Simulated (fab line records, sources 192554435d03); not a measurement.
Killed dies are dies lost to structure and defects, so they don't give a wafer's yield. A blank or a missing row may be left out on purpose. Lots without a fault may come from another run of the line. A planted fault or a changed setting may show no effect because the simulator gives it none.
Chamber matching | flow n5_finfet | N5_SD_EPI_N_ETCH_35 on rie_diel-05: 4 sister chambers
The step etches SOC in N2/H2, overetch 108 nm, time 486 s. 4 wafers are shown with their chamber, then 12 later ones without.

WAFERS WITH THEIR CHAMBER
wafer  | chamber | showerhead_plenum_p_Torr (Torr)
L083.5 | 2       | 2.48
L084.1 | 0       | 2.43
L084.4 | 1       | 2.54
L084.6 | 3       | 2.61

WAFERS WITHOUT THEIR CHAMBER
wafer  | showerhead_plenum_p_Torr (Torr)
L086.1 | 2.54
L086.2 | 2.43
L086.3 | 2.47
L091.2 | 2.60
L091.3 | 2.42
L091.4 | 2.53
L092.2 | 2.53
L092.4 | 2.60
L092.6 | 2.47
L093.1 | 2.53
L093.5 | 2.60
L093.6 | 2.42

WHICH CHAMBER EACH WENT THROUGH
wafer  | from the rows above | in truth
L086.1 | 1                   | 1
L086.2 | 0                   | 0
L086.3 | 2                   | 2
L091.2 | 3                   | 3
L091.3 | 0                   | 0
L091.4 | 1                   | 1
L092.2 | 1                   | 1
L092.4 | 3                   | 3
L092.6 | 2                   | 2
L093.1 | 1                   | 1
L093.5 | 3                   | 3
L093.6 | 0                   | 0
Placed correctly: 12 of 12. Can't be placed from these rows: 0. Placed wrongly: 0.
How it was worked out, from the rows above alone: a wafer's distance from a chamber is the root of the sum, over the readings, of the square of ((its reading less the chamber's mean) divided by the reading's scatter). The wafer belongs to the nearest chamber; if the next one is less than 2 further off, it can't be placed. A chamber's mean is the mean of its shown wafers. The scatter: with one shown wafer a chamber, the root of the mean of the squares of how far each hidden wafer lies from its nearest shown one.
